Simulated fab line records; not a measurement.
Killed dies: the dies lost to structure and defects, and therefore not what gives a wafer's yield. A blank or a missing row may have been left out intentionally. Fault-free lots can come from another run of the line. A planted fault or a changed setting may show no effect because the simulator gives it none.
Split-lot study -- flow n5_finfet -- 7 lots, 21 wafers read, on a route of 1938 steps

## ABOUT THE SPLIT
At N5_BEOL_M13_COAT_04 (resist thk 400 nm), the setting spin_rpm was moved away from the recipe's 1625 rpm on 8 of the 21 wafers read, by -10.5% to +10.3%. All remaining wafers had this setting at the recipe value.

The reading is taken at the split's own step.

## THE READING
coat_of_BEOL_M13_COAT_04.thk_nm (the simulator's own value, which no gauge read), in nm, at N5_BEOL_M13_COAT_04 (resist thk 400 nm). There is no usual value for it anywhere in the file. The 13 wafers here that ran the recipe average 400.7 nm, standard deviation 0.97 nm.

wafer,"tool, chamber at the split","spin_rpm as run, rpm",against the recipe,"coat_of_BEOL_M13_COAT_04.thk_nm, nm",against lot-mates on the recipe
L075.3,"litho_track-05, 0",1787,+10.0%,381.6,-18.6
L075.4,"litho_track-05, 0",1625,recipe,400.2,-
L075.6,"litho_track-05, 0",1787,+10.0%,382.2,-18.0
L078.3,"litho_track-05, 0",1625,recipe,400,-
L078.4,"litho_track-05, 0",1625,recipe,401.6,-
L078.6,"litho_track-05, 0",1545,-4.9%,411,+10.2
L079.3,"litho_track-04, 0",1625,recipe,400.4,-
L079.4,"litho_track-04, 0",1625,recipe,400.2,-
L079.6,"litho_track-04, 0",1456,-10.4%,423.8,+23.5
L080.1,"litho_track-03, 0",1762,+8.4%,384,-14.8
L080.2,"litho_track-03, 0",1625,recipe,398.8,-
L080.4,"litho_track-03, 0",1762,+8.4%,384.4,-14.4
L086.2,"litho_track-05, 0",1625,recipe,401,-
L086.3,"litho_track-05, 0",1625,recipe,399.8,-
L086.5,"litho_track-05, 0",1625,recipe,402.4,-
L090.1,"litho_track-05, 0",1625,recipe,402.2,-
L090.4,"litho_track-05, 0",1625,recipe,401.4,-
L090.6,"litho_track-05, 0",1455,-10.5%,425.4,+23.6
L093.1,"litho_track-03, 0",1793,+10.3%,381.8,-18.6
L093.2,"litho_track-03, 0",1625,recipe,400.4,-
L093.6,"litho_track-03, 0",1625,recipe,400.4,-

FIT RESULTS
A straight line over all 21 wafers: coat_of_BEOL_M13_COAT_04.thk_nm changes by -2.04 nm for each +1% of spin_rpm; r = -0.99; the points scatter about the line by 1.3 nm.
The same after taking each lot's own level away (the mean of its wafers on the recipe; 21 wafers): -1.97 nm for each +1%; r = -0.99; scatter 1.2 nm.
On that fit, the largest move of spin_rpm shifts the reading by 21 nm.
Across the lots, their own levels run from 398.80 to 401.80 nm, a range of 3.1 times the standard deviation given above.
The two slopes are in agreement: the lot-to-lot level therefore moves the slope only a little.
Check: +20.6 nm against its lot-mates is what the line predicts for one of the wafers moved furthest among these (-10.5%) when that wafer is left out of the fit. Against them it came out at +23.6 nm.

## THE OTHER SPLITS THESE WAFERS WENT THROUGH
These wafers also went through other splits before the reading. Each is held against what the fit with the lots' levels taken away leaves over:
other split on the same wafers,wafers away from the commonest value,r with coat_of_BEOL_M13_COAT_04.thk_nm (lot level and that fit taken away)
N5_BEOL_M9_EXPOSE_08 dose_mj,5,-0.21
N5_BEOL_M9_CMP_52 down_force_psi,7,-0.15
N5_BEOL_M11_PECVD_70 time_s,12,+0.03
N5_BEOL_M12_PEB_08 peb_time_s,8,+0.03

## FILE'S OWN FIT
coat_of_BEOL_M13_COAT_04.thk_nm changes by -2 nm for each +1% of spin_rpm, r = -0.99.
